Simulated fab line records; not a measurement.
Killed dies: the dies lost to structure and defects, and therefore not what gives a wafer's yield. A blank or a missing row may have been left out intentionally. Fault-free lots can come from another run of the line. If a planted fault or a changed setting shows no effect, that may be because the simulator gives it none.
What tool caused it?	flow n5 finfet	72 wafers from 24 lots sampled at 5 of the route's 1938 steps

== WHAT EACH GAUGE READ, for each wafer ==
N5_BEOL_M4_CD_MEAS_18: pitch 36 nm, target cd 18 nm.
lot	measured	on	cd nm (nm)
L074	day 8 14:15	cd sem-02	17.9 17.7 17.8
L075	day 8 17:32	cd sem-03	17.0 18.0 17.5
L078	day 8 20:44	cd sem-03	17.3 17.4 17.3
L076	day 8 20:51	cd sem-01	19.1 18.1 18.6
L077	day 8 21:42	cd sem-03	17.4 17.6 18.1
L080	day 8 21:44	cd sem-02	18.2 17.8 18.4
L079	day 9 00:00	cd sem-01	18.3 17.9 18.3
L081	day 9 03:16	cd sem-01	18.1 18.1 18.2
L083	day 9 20:50	cd sem-02	18.0 18.3 17.1
L082	day 9 20:58	cd sem-03	18.2 17.5 17.5
L084	day 10 10:09	cd sem-02	17.7 17.5 18.1
L085	day 10 20:28	cd sem-01	17.9 17.6 17.7
L086	day 11 02:37	cd sem-02	18.1 17.9 17.6
L088	day 11 07:53	cd sem-02	17.6 18.5 17.8
L092	day 11 20:12	cd sem-02	18.0 18.2 17.8
L087	day 11 20:35	cd sem-02	18.2 18.4 17.9
L089	day 11 20:44	cd sem-01	18.2 17.6 17.7
L090	day 12 01:31	cd sem-01	18.1 18.2 18.0
L091	day 12 03:25	cd sem-02	18.1 17.9 18.5
L093	day 12 09:31	cd sem-03	17.6 18.2 17.7
L094	day 12 09:58	cd sem-02	18.2 18.1 18.2
L096	day 13 05:01	cd sem-02	17.5 18.5 19.0
L095	day 13 16:14	cd sem-03	18.3 18.1 18.3
L097	day 13 23:30	cd sem-03	18.4 18.0 17.4

N5_BEOL_M4_THK_MEAS_53: measures by xrf.
lot	measured	on	M4_THK (nm)
L074	day 8 20:24	film metro-01	42.4 41.1 41.6
L075	day 8 23:30	film metro-02	41.4 40.8 39.8
L078	day 9 02:27	film metro-02	40.8 41.2 41.2
L076	day 9 02:37	film metro-01	36.6 38.7 39.0
L077	day 9 07:38	film metro-01	39.3 36.9 40.3
L080	day 9 16:38	film metro-01	39.0 38.0 40.2
L079	day 9 23:07	film metro-01	39.4 38.5 39.4
L081	day 9 16:44	film metro-02	43.3 40.4 45.0
L083	day 10 01:53	film metro-02	40.1 40.1 40.7
L082	day 10 02:18	film metro-01	37.2 37.4 42.9
L084	day 10 22:11	film metro-01	37.9 42.1 39.2
L085	day 11 02:10	film metro-02	38.4 41.4 42.3
L086	day 11 09:28	film metro-01	42.1 41.7 37.7
L088	day 11 13:11	film metro-01	40.8 37.2 41.8
L092	day 12 03:32	film metro-01	37.7 40.8 39.6
L087	day 12 05:26	film metro-02	40.3 37.5 40.1
L089	day 12 05:22	film metro-01	40.1 39.4 40.2
L090	day 12 09:41	film metro-01	35.9 35.8 36.0
L091	day 12 11:20	film metro-02	41.1 39.7 39.7
L093	day 12 18:30	film metro-02	42.0 42.7 42.9
L094	day 12 19:55	film metro-02	39.8 40.6 40.0
L096	day 15 04:08	film metro-02	42.0 38.7 40.9
L095	day 14 01:59	film metro-02	41.7 39.3 39.6
L097	day 14 07:59	film metro-01	38.9 38.0 37.9

== WHICH TOOL RAN EACH LOT (tool, then ch and the chambers of the sampled wafers, then the start) ==
lot	N5_BEOL_M4_SPUTTER_48	N5_BEOL_M4_ANNEAL_89	N5_BEOL_M4_CMP_52
L074	pvd sputter-02, day 8 17:50	pvd sputter-02, day 8 18:48	cmp-02 ch 1,3, day 8 20:07
L075	pvd sputter-03, day 8 20:57	pvd sputter-03, day 8 21:55	cmp-01 ch 0,1,3, day 8 23:14
L078	pvd sputter-02, day 8 23:55	pvd sputter-02, day 9 00:52	cmp-02 ch 0,1,2, day 9 02:10
L076	pvd sputter-03, day 9 00:04	pvd sputter-03, day 9 01:02	cmp-04 ch 0,1, day 9 02:19
L077	pvd sputter-01, day 9 05:05	pvd sputter-01, day 9 06:02	cmp-04 ch 0,2,3, day 9 07:20
L080	pvd sputter-03, day 9 13:53	pvd sputter-03, day 9 14:51	cmp-04 ch 0,1, day 9 16:20
L079	pvd sputter-03, day 9 20:26	pvd sputter-03, day 9 21:23	cmp-02 ch 1,3, day 9 22:49
L081	pvd sputter-02, day 9 13:55	pvd sputter-02, day 9 14:52	cmp-02 ch 2,3, day 9 16:26
L083	pvd sputter-03, day 9 23:20	pvd sputter-03, day 10 00:18	cmp-01 ch 1,2,3, day 10 01:35
L082	pvd sputter-02, day 9 23:46	pvd sputter-02, day 10 00:43	cmp-02 ch 0,1, day 10 02:01
L084	pvd sputter-02, day 10 19:38	pvd sputter-02, day 10 20:35	cmp-01 ch 2,3, day 10 21:53
L085	pvd sputter-03, day 10 23:37	pvd sputter-03, day 11 00:34	cmp-04 ch 0,1, day 11 01:52
L086	pvd sputter-02, day 11 06:55	pvd sputter-02, day 11 07:53	cmp-02 ch 0,3, day 11 09:10
L088	pvd sputter-01, day 11 10:38	pvd sputter-01, day 11 11:35	cmp-01 ch 0,2,3, day 11 12:56
L092	pvd sputter-03, day 12 00:43	pvd sputter-03, day 12 01:40	cmp-01 ch 0,2,3, day 12 03:16
L087	pvd sputter-03, day 12 02:43	pvd sputter-03, day 12 03:40	cmp-04 ch 0,2,3, day 12 05:09
L089	pvd sputter-02, day 12 02:29	pvd sputter-02, day 12 03:27	cmp-01 ch 0,2,3, day 12 05:08
L090	pvd sputter-01, day 12 06:56	pvd sputter-01, day 12 07:53	cmp-04 ch 2,3, day 12 09:24
L091	pvd sputter-01, day 12 08:46	pvd sputter-01, day 12 09:44	cmp-04 ch 0,1,2, day 12 11:02
L093	pvd sputter-01, day 12 15:50	pvd sputter-01, day 12 16:48	cmp-01 ch 0,1,3, day 12 18:17
L094	pvd sputter-03, day 12 17:13	pvd sputter-03, day 12 18:10	cmp-02 ch 2,3, day 12 19:37
L096	pvd sputter-03, day 13 09:31	pvd sputter-03, day 13 10:29	cmp-02 ch 1,2, day 15 03:52
L095	pvd sputter-01, day 13 23:25	pvd sputter-01, day 14 00:23	cmp-02 ch 1,2,3, day 14 01:42
L097	pvd sputter-02, day 14 05:26	pvd sputter-02, day 14 06:24	cmp-01 ch 0,1,3, day 14 07:46
- N5_BEOL_M4_SPUTTER_48: material Cu, target thk 4.5 nm, time 8.29 s.
- N5_BEOL_M4_ANNEAL_89: time 240 s.
- N5_BEOL_M4_CMP_52: polishes, stops on SiOC, t overpolish 6.8 s, target thk 40 nm.

== WHAT THE TOOLS THEMSELVES READ (means of the sampled wafers that have a number; where no wafer has one, the mark that the record gives instead) ==
N5_BEOL_M4_SPUTTER_48.
lot	tool	throttle valve pct (%)
L074	pvd sputter-02	29.7
L075	pvd sputter-03	31.6
L078	pvd sputter-02	30.0
L076	pvd sputter-03	31.1
L077	pvd sputter-01	29.6
L080	pvd sputter-03	31.3
L079	pvd sputter-03	31.4
L081	pvd sputter-02	30.0
L083	pvd sputter-03	31.2
L082	pvd sputter-02	30.3
L084	pvd sputter-02	30.3
L085	pvd sputter-03	31.8
L086	pvd sputter-02	30.4
L088	pvd sputter-01	30.1
L092	pvd sputter-03	30.7
L087	pvd sputter-03	31.3
L089	pvd sputter-02	29.6
L090	pvd sputter-01	30.5
L091	pvd sputter-01	30.0
L093	pvd sputter-01	30.2
L094	pvd sputter-03	31.2
L096	pvd sputter-03	31.4
L095	pvd sputter-01	29.8
L097	pvd sputter-02	30.1

N5_BEOL_M4_ANNEAL_89.
lot	tool	heater power w (W)
L074	pvd sputter-02	844
L075	pvd sputter-03	812
L078	pvd sputter-02	895
L076	pvd sputter-03	777
L077	pvd sputter-01	830
L080	pvd sputter-03	779
L079	pvd sputter-03	780
L081	pvd sputter-02	834
L083	pvd sputter-03	801
L082	pvd sputter-02	864
L084	pvd sputter-02	930
L085	pvd sputter-03	791
L086	pvd sputter-02	966
L088	pvd sputter-01	961
L092	pvd sputter-03	822
L087	pvd sputter-03	819
L089	pvd sputter-02	853
L090	pvd sputter-01	964
L091	pvd sputter-01	955
L093	pvd sputter-01	880
L094	pvd sputter-03	812
L096	pvd sputter-03	836
L095	pvd sputter-01	923
L097	pvd sputter-02	863

N5_BEOL_M4_CMP_52.
lot	tool	barrier field endpoint s (s)	motor current A (A)	overpolish run s (s)	slurry flow ml min	time to endpoint s (s)
L074	cmp-02	25.4	5.9	6.792	150.1	65
L075	cmp-01	24.6	6.0	6.792	149.6	62
L078	cmp-02	24.4	6.6	6.804	149.6	61
L076	cmp-04	25.3	5.9	6.794	150.5	62
L077	cmp-04	24.9	6.1	6.789	150.1	62
L080	cmp-04	25.3	5.9	6.803	149.8	66
L079	cmp-02	25.3	6.3	6.804	150.5	62
L081	cmp-02	25.3	6.3	6.796	150.3	67
L083	cmp-01	24.8	6.2	6.806	149.8	64
L082	cmp-02	24.1	6.4	6.805	149.8	62
L084	cmp-01	24.8	6.2	6.803	150.3	63
L085	cmp-04	24.2	5.8	6.793	150.3	62
L086	cmp-02	25.0	5.5	6.794	149.8	62
L088	cmp-01	25.2	6.1	6.797	150.3	65
L092	cmp-01	25.0	6.4	6.804	150.3	63
L087	cmp-04	24.3	6.2	6.800	150.0	60
L089	cmp-01	25.2	6.1	6.807	149.5	63
L090	cmp-04	24.9	6.4	6.800	150.2	59
L091	cmp-04	24.6	5.9	6.797	149.8	59
L093	cmp-01	25.2	6.1	6.796	150.1	65
L094	cmp-02	25.4	6.2	6.803	150.0	66
L096	cmp-02	25.2	6.8	6.792	150.0	67
L095	cmp-02	25.3	6.4	6.807	150.2	63
L097	cmp-01	24.1	6.0	6.791	150.1	60

== THE ANSWER, worked out from the rows above alone ==
Rule: the usual values come from the lots themselves. The widest of any qualifying gaps counts: lots, ordered by their means at a reading, are off when they make up no more than a third of the lots, leave a main group of 4 or more, and stand apart from it by 3 or more times the standard deviation of that group's means. A main group is skipped when, at the precision printed for the reading in the tables above, its means are all equal. A lot without any number at a reading at which 4 lots or more have one is off too. Where the step has rows for the other lots, those lots are counted as sound. Order of review: gauges by route order, followed by the tools' own readings, for which a lot's mean as printed above is used. At the first step where some lot is off, the reading lying furthest off is the one used; lots without a number count as furthest.
None of the lots is off at any reading shown; this tells nothing.

== WHAT THE SIMULATOR HAD INSERTED ==
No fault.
